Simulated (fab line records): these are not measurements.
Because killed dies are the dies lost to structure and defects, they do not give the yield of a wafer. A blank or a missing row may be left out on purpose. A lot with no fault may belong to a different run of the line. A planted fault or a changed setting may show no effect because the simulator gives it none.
Split-lot trial    flow n5-finfet    21 wafers read from 7 lots, route of 1938 steps

SPLIT DETAILS
At N5_BEOL_M7_DESCUM_33 (chemistry O2, time 7 s), the setting time-s was moved away from the recipe's 7 s on 7 of the 21 wafers read, by -21.6% to +20.4%. This setting was run at the recipe's value on the other wafers.

FROM SPLIT TO READING: 1 step shown by the file between the two
- N5_BEOL_M7_ETCH_72: etches underlayer in N2/H2, target depth 6.5 nm, time 5.2 s

THE READING
CAR-EUV_of_BEOL_M7_COAT_22.thk-nm (the simulator's own value, which no gauge read), in nm, at N5_BEOL_M7_ETCH_65 (etches SiARC in CF4, target depth 15.6 nm, time 26 s). The file gives no usual value for it. Here, 14 wafers ran the recipe; their average is 11.1 nm with a standard deviation of 0.12 nm.

wafer   tool, chamber at the split  time-s as run, s  against the recipe  CAR-EUV_of_BEOL_M7_COAT_22.thk-nm, nm  against lot-mates on the recipe
L080.4  rie-diel-02, 1              6.104             -12.8%              11.6                                   +0.3
L080.5  rie-diel-02, 2              7                 recipe              11.2                                   -
L080.6  rie-diel-02, 3              7                 recipe              11.4                                   -
L084.2  rie-diel-04, 1              7                 recipe              11                                     -
L084.4  rie-diel-04, 3              7                 recipe              11.2                                   -
L084.5  rie-diel-04, 0              8.43              +20.4%              10.4                                   -0.7
L086.1  rie-diel-04, 2,1            8.401             +20.0%              10.6                                   -0.4
L086.2  rie-diel-04, 0              7                 recipe              11                                     -
L086.3  rie-diel-04, 2,1            8.401             +20.0%              10.4                                   -0.6
L092.2  rie-diel-04, 3              7                 recipe              11.2                                   -
L092.5  rie-diel-04, 0,2            7                 recipe              11.2                                   -
L092.4  rie-diel-04, 0,2            7                 recipe              11                                     -
L093.3  rie-diel-02, 0              5.49              -21.6%              12                                     +0.8
L093.4  rie-diel-02, 1,2            7                 recipe              11.2                                   -
L093.6  rie-diel-02, 1,2            7                 recipe              11.2                                   -
L094.1  rie-diel-04, 1,0,2          7                 recipe              11                                     -
L094.5  rie-diel-04, 1,0,2          7                 recipe              11                                     -
L094.6  rie-diel-04, 1,0,2          7                 recipe              11.2                                   -
L097.2  rie-diel-02, 3              7                 recipe              11.2                                   -
L097.4  rie-diel-02, 1,3            6.424             -8.2%               11.4                                   +0.2
L097.6  rie-diel-02, 1,3            6.424             -8.2%               11.4                                   +0.2
When a row names more than one chamber, that row covers several wafers, and the file does not tell which wafer ran in which chamber.

FIT RESULTS
A straight line over all 21 wafers: CAR-EUV_of_BEOL_M7_COAT_22.thk-nm changes by -0.0351 nm for each +1% of time-s; r = -0.96; the points scatter about the line by 0.11 nm.
The same after taking each lot's own level away (the mean of its wafers on the recipe; 21 wafers): -0.0296 nm for each +1%; r = -0.95; scatter 0.096 nm.
The reading moves by 0.64 nm for the largest change in time-s, on that fit.
The span of the lots' own levels, 11.00 to 11.30 nm, comes to 2.5 times the standard deviation stated above.
In other words, the slope is changed by the lot-to-lot level; the two fits disagree.
Check: for one of the wafers moved furthest among these (-21.6%), held out of the fit, the line's prediction against its lot-mates is +0.578 nm. Against them it came out at +0.8 nm.

OTHER SPLITS ON THESE WAFERS
Note: prior to the reading, these wafers also went through further splits. Each is held against what the fit with the lots' levels taken away leaves over:
other split on the same wafers     wafers away from the commonest value  r with CAR-EUV_of_BEOL_M7_COAT_22.thk-nm (lot level and that fit taken away)
N5_BEOL_M6_COAT_63 spin-rpm        9                                     +0.11
N5_BEOL_M7_HM_DEP_02 target-thk-a  8                                     -0.02
N5_BEOL_M7_COAT_60 spin-rpm        7                                     +0.13

THE WHOLE CHAIN: every reading that the file lists as answering this split, in the file's order
step                  what it does                                                 reading                                                                             change (the file's fit)                 r (the file's)
N5_BEOL_M7_DESCUM_33  chemistry O2, time 7 s                                       CAR-EUV_of_BEOL_M7_COAT_22.thk-nm (the simulator's own value, which no gauge read)  -0.0363 nm for each +1% of the setting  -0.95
N5_BEOL_M7_ETCH_72    etches underlayer in N2/H2, target depth 6.5 nm, time 5.2 s  CAR-EUV_of_BEOL_M7_COAT_22.thk-nm (the simulator's own value, which no gauge read)  -0.0337 nm for each +1% of the setting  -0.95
N5_BEOL_M7_ETCH_65    etches SiARC in CF4, target depth 15.6 nm, time 26 s         CAR-EUV_of_BEOL_M7_COAT_22.thk-nm (the simulator's own value, which no gauge read)  -0.0311 nm for each +1% of the setting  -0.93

THE FILE'S OWN FIT
CAR-EUV_of_BEOL_M7_COAT_22.thk-nm changes by -0.0311 nm for each +1% of time-s, r = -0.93.
